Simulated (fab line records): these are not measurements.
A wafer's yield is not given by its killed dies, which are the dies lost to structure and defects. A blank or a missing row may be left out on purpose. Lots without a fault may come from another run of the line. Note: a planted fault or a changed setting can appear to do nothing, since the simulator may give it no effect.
Matching of chambers / flow n5_finfet / N5_SD_EPI_P_ETCH_16 on rie_diel-06 has 4 sister chambers
The step etches SiO2 in CHF3/O2, target depth 5 nm. 22 wafers are shown with their chamber, then 11 later ones without.

WAFERS, EACH WITH ITS CHAMBER
wafer=L077.1; chamber=1; drypump_motor_current_A (A)=6.6; showerhead_plenum_p_Torr (Torr)=2.56; rf_vpp_V (V)=538
wafer=L077.2; chamber=2; drypump_motor_current_A (A)=5.6; showerhead_plenum_p_Torr (Torr)=2.39; rf_vpp_V (V)=524
wafer=L077.5; chamber=0; drypump_motor_current_A (A)=5.8; showerhead_plenum_p_Torr (Torr)=2.37; rf_vpp_V (V)=519
wafer=L079.2; chamber=3; drypump_motor_current_A (A)=5.9; showerhead_plenum_p_Torr (Torr)=2.36; rf_vpp_V (V)=521
wafer=L079.4; chamber=1; drypump_motor_current_A (A)=6.6; showerhead_plenum_p_Torr (Torr)=2.55; rf_vpp_V (V)=538
wafer=L079.5; chamber=3; drypump_motor_current_A (A)=5.9; showerhead_plenum_p_Torr (Torr)=2.37; rf_vpp_V (V)=521
wafer=L082.2; chamber=2; drypump_motor_current_A (A)=5.6; showerhead_plenum_p_Torr (Torr)=2.39; rf_vpp_V (V)=522
wafer=L082.3; chamber=1; drypump_motor_current_A (A)=6.6; showerhead_plenum_p_Torr (Torr)=2.55; rf_vpp_V (V)=538
wafer=L082.6; chamber=2; drypump_motor_current_A (A)=5.6; showerhead_plenum_p_Torr (Torr)=2.39; rf_vpp_V (V)=524
wafer=L084.4; chamber=0; drypump_motor_current_A (A)=5.8; showerhead_plenum_p_Torr (Torr)=2.37; rf_vpp_V (V)=520
wafer=L084.5; chamber=0; drypump_motor_current_A (A)=5.8; showerhead_plenum_p_Torr (Torr)=2.37; rf_vpp_V (V)=519
wafer=L084.6; chamber=1; drypump_motor_current_A (A)=6.6; showerhead_plenum_p_Torr (Torr)=2.55; rf_vpp_V (V)=539
wafer=L088.1; chamber=2; drypump_motor_current_A (A)=5.6; showerhead_plenum_p_Torr (Torr)=2.39; rf_vpp_V (V)=522
wafer=L088.4; chamber=2; drypump_motor_current_A (A)=5.7; showerhead_plenum_p_Torr (Torr)=2.39; rf_vpp_V (V)=523
wafer=L088.5; chamber=3; drypump_motor_current_A (A)=5.9; showerhead_plenum_p_Torr (Torr)=2.36; rf_vpp_V (V)=521
wafer=L090.3; chamber=0; drypump_motor_current_A (A)=5.8; showerhead_plenum_p_Torr (Torr)=2.37; rf_vpp_V (V)=519
wafer=L090.4; chamber=3; drypump_motor_current_A (A)=5.9; showerhead_plenum_p_Torr (Torr)=2.36; rf_vpp_V (V)=520
wafer=L090.6; chamber=0; drypump_motor_current_A (A)=5.8; showerhead_plenum_p_Torr (Torr)=2.37; rf_vpp_V (V)=518
wafer=L091.1; chamber=0; drypump_motor_current_A (A)=5.8; showerhead_plenum_p_Torr (Torr)=2.37; rf_vpp_V (V)=518
wafer=L091.2; chamber=3; drypump_motor_current_A (A)=5.9; showerhead_plenum_p_Torr (Torr)=2.35; rf_vpp_V (V)=520
wafer=L091.6; chamber=0; drypump_motor_current_A (A)=5.8; showerhead_plenum_p_Torr (Torr)=2.37; rf_vpp_V (V)=518
wafer=L094.1; chamber=1; drypump_motor_current_A (A)=6.6; showerhead_plenum_p_Torr (Torr)=2.55; rf_vpp_V (V)=538

SIGNATURES, as means of the wafers listed above
reading=drypump_motor_current_A; chamber 0=5.800; chamber 1=6.600; chamber 2=5.620; chamber 3=5.900; scatter within a chamber=0.0211
reading=showerhead_plenum_p_Torr; chamber 0=2.3700; chamber 1=2.5520; chamber 2=2.3900; chamber 3=2.3600; scatter within a chamber=0.00394
reading=rf_vpp_V; chamber 0=518.71; chamber 1=538.20; chamber 2=523.00; chamber 3=520.60; scatter within a chamber=0.724
Rule: for a wafer and a chamber, the distance is found by dividing, reading by reading, the gap between the wafer's reading and the chamber's mean by the reading's scatter, squaring, summing and taking the root. The wafer belongs to the nearest chamber; if the next one is less than 2 further off, it can't be placed. The scatter: take each reading less its chamber's mean, square it, sum over the shown wafers, divide by the number of wafers less the number of chambers, and take the root.

WAFERS WITHOUT THEIR CHAMBER
wafer=L094.4; drypump_motor_current_A (A)=5.7; showerhead_plenum_p_Torr (Torr)=2.38; rf_vpp_V (V)=522
wafer=L094.6; drypump_motor_current_A (A)=5.6; showerhead_plenum_p_Torr (Torr)=2.38; rf_vpp_V (V)=525
wafer=L095.1; drypump_motor_current_A (A)=5.6; showerhead_plenum_p_Torr (Torr)=2.38; rf_vpp_V (V)=523
wafer=L095.4; drypump_motor_current_A (A)=6.6; showerhead_plenum_p_Torr (Torr)=2.54; rf_vpp_V (V)=538
wafer=L095.5; drypump_motor_current_A (A)=6.6; showerhead_plenum_p_Torr (Torr)=2.54; rf_vpp_V (V)=537
wafer=L097.2; drypump_motor_current_A (A)=6.6; showerhead_plenum_p_Torr (Torr)=2.54; rf_vpp_V (V)=538
wafer=L097.3; drypump_motor_current_A (A)=5.9; showerhead_plenum_p_Torr (Torr)=2.35; rf_vpp_V (V)=521
wafer=L097.6; drypump_motor_current_A (A)=5.9; showerhead_plenum_p_Torr (Torr)=2.35; rf_vpp_V (V)=521
wafer=L096.3; drypump_motor_current_A (A)=5.9; showerhead_plenum_p_Torr (Torr)=2.35; rf_vpp_V (V)=521
wafer=L096.4; drypump_motor_current_A (A)=5.7; showerhead_plenum_p_Torr (Torr)=2.38; rf_vpp_V (V)=522
wafer=L096.6; drypump_motor_current_A (A)=5.9; showerhead_plenum_p_Torr (Torr)=2.35; rf_vpp_V (V)=521

CHAMBER TAKEN BY EACH
wafer=L094.4; from the rows above=2; in truth=2
wafer=L094.6; from the rows above=2; in truth=2
wafer=L095.1; from the rows above=2; in truth=2
wafer=L095.4; from the rows above=1; in truth=1
wafer=L095.5; from the rows above=1; in truth=1
wafer=L097.2; from the rows above=1; in truth=1
wafer=L097.3; from the rows above=3; in truth=3
wafer=L097.6; from the rows above=3; in truth=3
wafer=L096.3; from the rows above=3; in truth=3
wafer=L096.4; from the rows above=2; in truth=2
wafer=L096.6; from the rows above=3; in truth=3
Placed correctly: 11 of 11. Left unplaced by these rows: 0. Number placed wrongly: 0.
